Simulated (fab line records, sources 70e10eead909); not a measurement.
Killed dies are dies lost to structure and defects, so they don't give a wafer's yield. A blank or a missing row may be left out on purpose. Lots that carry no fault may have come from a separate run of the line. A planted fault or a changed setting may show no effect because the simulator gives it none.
Matching of chambers / flow nand_harc / rie_diel-08 running NHARC_A_BONDPAD_STRIP_15: 4 sister chambers
The step strips in O2. 4 wafers are shown with their chamber, then 12 later ones without.

WAFERS WITH THEIR CHAMBER
wafer=L090.1; chamber=1; drypump_motor_current_A (A)=6.0
wafer=L090.4; chamber=2; drypump_motor_current_A (A)=4.7
wafer=L090.5; chamber=3; drypump_motor_current_A (A)=6.6
wafer=L090.6; chamber=0; drypump_motor_current_A (A)=6.1

WAFERS WHOSE CHAMBER IS MISSING
wafer=L093.1; drypump_motor_current_A (A)=6.0
wafer=L093.4; drypump_motor_current_A (A)=4.7
wafer=L093.6; drypump_motor_current_A (A)=4.7
wafer=L096.1; drypump_motor_current_A (A)=6.0
wafer=L096.3; drypump_motor_current_A (A)=4.8
wafer=L096.4; drypump_motor_current_A (A)=6.1
wafer=L097.3; drypump_motor_current_A (A)=6.6
wafer=L097.4; drypump_motor_current_A (A)=4.7
wafer=L097.6; drypump_motor_current_A (A)=6.6
wafer=L097.1; drypump_motor_current_A (A)=6.1
wafer=L097.2; drypump_motor_current_A (A)=6.0
wafer=L097.5; drypump_motor_current_A (A)=4.8

EACH ONE'S CHAMBER
wafer=L093.1; from the rows above=1; in truth=1
wafer=L093.4; from the rows above=2; in truth=2
wafer=L093.6; from the rows above=2; in truth=2
wafer=L096.1; from the rows above=1; in truth=1
wafer=L096.3; from the rows above=2; in truth=2
wafer=L096.4; from the rows above=0; in truth=0
wafer=L097.3; from the rows above=3; in truth=3
wafer=L097.4; from the rows above=2; in truth=2
wafer=L097.6; from the rows above=3; in truth=3
wafer=L097.1; from the rows above=0; in truth=0
wafer=L097.2; from the rows above=1; in truth=1
wafer=L097.5; from the rows above=2; in truth=2
Correct placement for 12 of the 12. Number that these rows cannot place: 0. 0 placed wrongly.
How it was worked out, from the rows above alone: a wafer's distance from a chamber is the root of the sum, over the readings, of the square of ((its reading less the chamber's mean) divided by the reading's scatter). If the next closest chamber is less than 2 further off than the closest, the wafer can't be placed; otherwise it belongs to the closest. Each chamber's mean is taken over the wafers shown for it. The scatter (one wafer shown for each chamber): square how far every hidden wafer sits from the nearest shown wafer, average those squares and take the square root.
